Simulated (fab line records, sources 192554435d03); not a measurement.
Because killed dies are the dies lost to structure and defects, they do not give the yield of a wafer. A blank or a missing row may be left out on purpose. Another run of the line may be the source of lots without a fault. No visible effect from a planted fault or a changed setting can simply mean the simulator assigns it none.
fab line records ; flow n5-finfet
record lots=4; wafers=12; last-day=17
route steps=1938 shown BEOL_M15@1808 PASS1_DEP@1831 MIM_BOT@1832 MIM_TOP@1834 MIM_TOP_LITHO@1839 PASSIVATION@1936
lots that met no fault: from a run of the same line without faults
start-h: hours from the record's first day to the start of the lot's first wafer shown ; wait-h: hours from the lot's prior step to this one ; " the same as in the row above ; L1.1+2: one row covering several wafers at once ; - no value, or no start given ; * or withheld: withheld ; < > ~ a bound
route shown NAME@n: names a module that has steps shown in the file, with the first one's number in the route ; usual: mean/standard deviation taken from wafers without a fault ; same: alike in all rows ; chamber/n: place in a boat ; sites: the reading at each site ; _std_site: their standard deviation ; _edge_site: mean of outer sites minus mean of inner sites ; radius-mm: how far each site lies from the wafer's centre ; mask NAME#n: copy n ; behind: the most recent tool/chamber to have shaped the wafer ; hold: what put the lot on hold/how long, in hours/how the hold closed ; device: names the non-switching transistor (n, p or np) ; end of line: the route-end tests of the same wafers ; where a step has no rows: the recipe by itself ; killed: the dies lost at the first sort to structure and to defects; this is not the yield of the wafer ; map: a wafer's dies, marking killed ones x, the rest . and places with no die _
set.NAME: the setting that was run; set.NAME@STEP: the one run at that earlier step ; model.NAME: the simulator's own value behind a step, which no gauge read
lots seen at some steps along the route; tables by step, rows by wafer
services: a tool's chamber out of use, with start hour (start-h, from the record's first day; less than 0 if before it), hours out, and reason
## steps
# step N5_BEOL_M15_ETCH_61
# recipe chemistry=N2/H2; target=BARC; target-depth-a=890; overetch-a=267; time-s=67.9; ion-energy-ev=200; pressure-mtorr=30; source-w=840; bias-w=150; n2-flow-sccm=200; h2-flow-sccm=200
# step N5_BEOL_M15_TRENCH_ETCH_34
# recipe chemistry=C4F8/O2/Ar; target=SiO2; target-depth-a=8729.3; he-inner-torr=15; he-outer-torr=30; time-s=199; ion-energy-ev=800; pressure-mtorr=20; source-w=1905; bias-w=2040; Ar_flow_sccm=400; C4F8_flow_sccm=16; O2_flow_sccm=12
# step N5_BEOL_M15_STRIP_36
# recipe chemistry=O2; power-w=600; temp-c=60; pressure-mtorr=30; rf-frequency-hz=6e+07; bias-power-w=0; overash-fraction=0.3; o2-flow-sccm=225
# step N5_BEOL_M15_STRIP_62
# recipe chemistry=O2; power-w=600; temp-c=60; pressure-mtorr=30; rf-frequency-hz=6e+07; bias-power-w=0; overash-fraction=0.3; o2-flow-sccm=225
# step N5_BEOL_M15_STRIP_37
# recipe chemistry=O2; power-w=600; temp-c=60; pressure-mtorr=30; rf-frequency-hz=6e+07; bias-power-w=0; overash-fraction=0.3; o2-flow-sccm=225
# step N5_BEOL_M15_ETCH_38
# recipe chemistry=CF4/N2; target=SiCN; target-depth-a=1064; taper-deg=2; time-s=120.5; ion-energy-ev=150; mask-material=SiO2; pressure-mtorr=40; source-w=430; bias-w=70; Ar_flow_sccm=100; cf4-flow-sccm=60; n2-flow-sccm=60
# step N5_BEOL_M15_PRECLEAN_39
# recipe chemistry=residue-remover; time-s=60; temp-c=40
# step N5_BEOL_M15_SRD_40
# recipe time-s=30; temp-c=23; rinse-liquid=diw; dry=n2-spin; spin-rpm=1500; dry-time-s=30
# step N5_BEOL_M15_DEGAS_41
# recipe ambient=vacuum; temp-c=300; time-s=60
# step N5_BEOL_M15_PRE_CLEAN_42
# recipe gas=H2/He; time-s=30; temp-c=300
# step N5_BEOL_M15_SPUTTER_43
# recipe material=TaN; target-thk-a=150; temp-c=50; bias-v=168.6; power-w=15000; chamber-pressure-pa=0.12; time-s=24.19
# step N5_BEOL_M15_SPUTTER_44
# recipe material=Ta; target-thk-a=150; temp-c=50; bias-v=80; power-w=15000; chamber-pressure-pa=0.07; time-s=24.19
# usual throttle-valve-pct=30.4/1.1
lot.wafer;tool;chamber;start-h;wait-h;throttle-valve-pct
L600.1;pvd-sputter-02;-;321.28;0.0;29.4
L600.3;pvd-sputter-02;-;321.28;0.0;30.5
L600.4;pvd-sputter-02;-;321.28;0.0;31.2
L601.1;pvd-sputter-02;-;332.14;0.0;30.1
L601.5;pvd-sputter-02;-;332.14;0.0;30.2
L601.6;pvd-sputter-02;-;332.14;0.0;29.8
L603.1;pvd-sputter-02;-;334.98;0.0;31.1
L603.2;pvd-sputter-02;-;334.98;0.0;30.5
L603.3;pvd-sputter-02;-;334.98;0.0;30.5
L611.2;pvd-sputter-03;-;403.73;0.0;29.1
L611.5;pvd-sputter-03;-;403.73;0.0;31.0
L611.6;pvd-sputter-03;-;403.73;0.0;30.5
# step N5_BEOL_M15_SPUTTER_45
# recipe material=Cu; target-thk-a=1000; temp-c=-20; bias-v=60; power-w=26000; chamber-pressure-pa=0.13; time-s=16.67
# step N5_BEOL_M15_ECD_47
# recipe material=Cu; target-thk-a=18600
# step N5_BEOL_M15_ANNEAL_48
# recipe temp-c=225; time-s=90; ambient=N2
# step N5_BEOL_M15_CMP_49
# recipe stop-on=SiO2; t-overpolish-s=4.9; down-force-psi=2; platen-rpm=80; clearing-platen-down-force-psi=2; clearing-platen-rpm=80; post-cmp-clean=cu-alkaline; target-thk-nm=850; clearing-platen-pad-velocity-m-s=1.5917; pad-velocity-m-s=1.5917
# step N5_BEOL_M15_PRE_CLEAN_52
# recipe gas=NH3; time-s=15; temp-c=withheld; rf-power-w=300
# step N5_BEOL_M15_DEP_53
# recipe material=SiCN; target-thk-a=500; temp-c=withheld; precursor=3MS/NH3; pressure-torr=3; rf-w=675; time-s=17.8
# step N5_PASSIVATION_PECVD_00
# recipe material=SiO2; target-thk-a=2000; temp-c=400; precursor=SiH4/N2O; pressure-torr=2.7; rf-w=608; time-s=11.2
# step N5_MIM_BOT_DEGAS_01
# recipe ambient=vacuum; temp-c=300; time-s=60
# step N5_MIM_BOT_SPUTTER_00
# recipe material=TiN; target-thk-a=350; temp-c=200; power-w=3000; chamber-pressure-pa=0.49996; gas=Ar; reactive-partial-pa=0.37997; time-s=89.7
# step N5_MIM_TOP_ALD_00
# recipe material=Al2O3; target-thk-a=*; temp-c=withheld; ald-precursor-family=TMA; ald-co-reactant=O3; pulse-time-s=withheld; purge-time-s=3; co-reactant-purge-time-s=withheld; co-reactant-pulse-time-s=3; ald-cycles=withheld
# step N5_MIM_TOP_ALD_01
# recipe material=HfO2; target-thk-a=56; temp-c=withheld; ald-precursor-family=Hf-amide; ald-co-reactant=O3; pulse-time-s=1; purge-time-s=3; co-reactant-purge-time-s=2; co-reactant-pulse-time-s=3; ald-cycles=62
# step N5_MIM_TOP_ALD_02
# recipe material=Al2O3; target-thk-a=*; temp-c=withheld; ald-precursor-family=TMA; ald-co-reactant=O3; pulse-time-s=withheld; purge-time-s=3; co-reactant-purge-time-s=withheld; co-reactant-pulse-time-s=3; ald-cycles=withheld
# step N5_MIM_TOP_DEGAS_04
# recipe ambient=vacuum; temp-c=300; time-s=60
# step N5_MIM_TOP_SPUTTER_03
# recipe material=TiN; target-thk-a=350; temp-c=200; power-w=3000; chamber-pressure-pa=0.49996; gas=Ar; reactive-partial-pa=0.37997; time-s=89.7
# step N5_MIM_TOP_LITHO_HMDS_01
# recipe time-s=60; temp-c=120
# step N5_MIM_TOP_LITHO_COAT_02
# recipe spin-rpm=*; resist-thk-nm=*
# step N5_MIM_TOP_LITHO_EBR_04
# recipe solvent=PGMEA; ebr-width-mm=1.5
# step N5_MIM_TOP_LITHO_SOFTBAKE_03
# recipe temp-c=100; time-s=90
# step N5_MIM_TOP_LITHO_EXPOSE_05
# recipe mask-id=MIM_TOP; na=0.55; source-shape=conventional; sigma-outer=0.8; polarization=unpolarized; target-cd-nm=2000; dose-mj=20.5
# step N5_MIM_TOP_LITHO_PEB_06
# recipe peb-temp-c=withheld; peb-time-s=*
# step N5_MIM_TOP_LITHO_DEVELOP_07
# recipe develop-time-s=60; rinse-liquid=diw; dry=air-spin; dev-temp-c=21
# step N5_MIM_TOP_LITHO_HARDBAKE_09
# recipe temp-c=130; time-s=120
# step N5_PASSIVATION_PROBE_49
# usual defect-limited-yield=91.6/1.2; killed_at_M0_to_M3=33/9.4; killed_at_M4_up=13/5.2; killed-at-contacts=13/5.6; killed-at-front-end=37/9.5; killed-at-other=4/3.1; killed-dies=99/15; killed-on-rim=13/3.6; killed-open=65/11; killed-short=32/7.5; sort_bin_5_function=4.9/0.77; sort_bin_6_memory=3.1/0.65; sort_bin_8_speed=0.01/0.056; sort-n-pass=1081/15; sort-yield-pct=91.6/1.2
# same gross-dies=1180; killed-at-back-side=0; sort_bin_4_leakage[%]=0
lot.wafer;tool;chamber;start-h;wait-h;defect-limited-yield[%];killed_at_M0_to_M3;killed_at_M4_up;killed-at-contacts;killed-at-front-end;killed-at-other;killed-dies;killed-on-rim;killed-open;killed-short;sort_bin_5_function[%];sort_bin_6_memory[%];sort_bin_8_speed[%];sort-n-pass;sort-yield-pct[%]
L603.2;prober-01;-;349.91;0.1;86.4;25;98;10;23;5;161;30;58;21;8.0;3.7;0.08;1019;86.4
L601.1;prober-02;-;350.93;0.0;83.5;43;90;31;26;5;195;36;74;38;10.1;3.9;0;985;83.5
L601.5;prober-02;-;351.13;0.2;86.2;16;87;21;39;0;163;30;64;18;8.4;3.0;0;1017;86.2
L611.2;prober-02;-;417.52;0.1;91.8;27;10;8;49;3;97;5;61;30;4.9;2.6;0;1083;91.8
L611.5;prober-02;-;417.67;0.2;94.4;15;5;7;38;1;66;6;42;24;3.6;1.6;0;1114;94.4
L611.6;prober-02;-;417.72;0.3;91.3;31;8;21;38;5;103;16;60;42;5.0;3.4;0;1077;91.3
# killed by level:class
L603.2 BEOL_M15:unspecified=81 MOL_CONTACT_COAG:geometric-particle:open=9 BEOL_M4:geometric-particle:open=8 GATE_CUT:geometric-particle:open=6 BEOL_M1:geometric-particle:open=6 GATE_CUT:geometric-particle:short=5 BEOL_M0_SAQP:geometric-particle:open=5 BEOL_M0_SAQP:geometric-particle:short=5
L601.1 BEOL_M15:unspecified=78 MOL_CONTACT_COAG:geometric-particle:open=23 BEOL_M0_SAQP:geometric-particle:open=14 BEOL_M0_SAQP:geometric-particle:short=11 MOL_CONTACT_COAG:geometric-particle:short=8 BEOL_M0:geometric-particle:open=6 FIN_SAQP:geometric-particle:short=5 BEOL_M1:geometric-particle:open=5
L601.5 BEOL_M15:unspecified=77 MOL_CONTACT_COAG:geometric-particle:open=17 FIN_SAQP:geometric-particle:open=11 DUMMY_GATE:geometric-particle:open=7 BEOL_M1:geometric-particle:open=5 FIN_SAQP:geometric-particle:short=4 MOL_CONTACT_COAG:geometric-particle:short=4 BEOL_M0:geometric-particle:open=4
L611.2 FIN_SAQP:geometric-particle:open=15 BEOL_M0_SAQP:geometric-particle:short=10 MOL_CONTACT_COAG:geometric-particle:open=8 BEOL_M0_SAQP:geometric-particle:open=8 FIN_SAQP:geometric-particle:short=6 BEOL_M3:geometric-particle:open=5 HKMG_FIN:area-etch=5 STI_FIN_REVEAL:geometric-particle:open=4
L611.5 STI_FIN_REVEAL:geometric-particle:open=16 FIN_SAQP:geometric-particle:short=8 MOL_CONTACT_COAG:geometric-particle:open=7 BEOL_M1:geometric-particle:open=5 BEOL_M1:geometric-particle:short=3 FIN_SAQP:geometric-particle:open=2 STI_FIN_REVEAL:geometric-particle:short=2 ILD0:geometric-particle:open=2
L611.6 MOL_CONTACT_COAG:geometric-particle:open=15 FIN_SAQP:geometric-particle:short=12 BEOL_M0_SAQP:geometric-particle:short=8 STI_FIN_REVEAL:geometric-particle:open=7 BEOL_M3:geometric-particle:open=7 MOL_CONTACT_COAG:geometric-particle:short=6 BEOL_M0_SAQP:geometric-particle:open=5 BEOL_M1:geometric-particle:open=5
# map L601.1 (x killed, . not)
_________________..x.........________________
______________......x..........._____________
___________.............x.......x..__________
__________.............x............_________
________........x...............x...x._______
_______.x.........x..........x..x.x.xxx______
______..........................x......._____
_____x............x.........x....x.......____
____.x..........x...x......x..x........x..___
___..x....x............x..............x....__
___....x.x..........x.xx....x..............__
__...............x....x.......x............._
__........x..x....x....x...................._
_..x..............xx..x......x.....x...x.....
_........x........x...............x..........
_.........x...x.....x........x...............
_.......x....x...xx....x...x................x
_...xx.............................x......xx.
_...x.............x............xx............
_............................x.......x.......
_.....x.x....................x...x.........x.
__x...x.x.x....xx...............x..........._
__x.xxxxxxx..x.x..x.......x................._
___xxxxxxxxxxx..........x......x.x...x.....__
___xxxxxxxxxx..x.....x.....x.x..x..x.......__
____xxxxxxxxx.............................___
_____xxxxxxxxx.x..x..x..........x........____
______xxxxxxxxx........x...x............_____
_______xxxxxx.x................x.......______
________xxxxxxx...................xx.._______
__________xxxx............x.......x._________
___________xxx..........x...x......__________
______________...x..........x..._____________
_________________.......x....________________
# map L603.2 (x killed, . not)
_________________............________________
______________..............x..._____________
___________.....x.x................__________
__________.......x....x...x........._________
________....x........................x_______
_______x....x..........................______
______.................x.x.....xx......._____
_____.......x............................____
____..xx........x.........................___
___.......................xx...............__
___........................................__
__.x.............................x.....x..x._
__....................x....................._
_.................xx..x..x................x..
_..............................x..........x..
_x..x............x.........................x.
_.........x.x.x.........x........x...xx......
_............................................
_.x.....x......x.............................
_...........x..x.............x....x.........x
_x...x.......................................
__xxxx..xxx............x...................._
__xxxxxxxxx..x..........................x..._
___xxxxxxxxxx.x..xx.....xx...x..x..........__
___xxxxxxxxxx.x.....xx.......x...x.........__
____xxxxxxxxxx..........x...x........x....___
_____xxxxxxxxx.....x......x..............____
______xxxxxxxx.......x.................._____
_______xxxxxx......................x..x______
________xxxxx.x......................._______
__________..x.....x................._________
___________x.x.........x...........__________
______________..x..x..x.x......._____________
_________________.........x..________________
## services
tool;chamber;start-h;hours;kind
pvd-sputter-03;-;338.72;1.8;repair
## key
first-sign step=N5_PASSIVATION_PROBE_49; reading=killed_at_M4_up; direction=up; sigmas=15; usual=13; struck=92
effect step=N5_PASSIVATION_PROBE_49; reading=defect-limited-yield; direction=down; sigmas=5.1; usual=91.6; struck=85.3
more-kills-born-at N5_BEOL_M15_SPUTTER_44@pvd-sputter-02=236
met-at N5_BEOL_M15_SPUTTER_44
struck-wafers L601.1,L601.5,L603.2
fault kind=chamber-particle-source; tool=pvd-sputter-02; chamber=-; onset-h=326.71; steps=N5_BEOL_M15_SPUTTER_44; rate-per-visit-cm2=1.0734; end-h=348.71; scope=struck-wafers-only
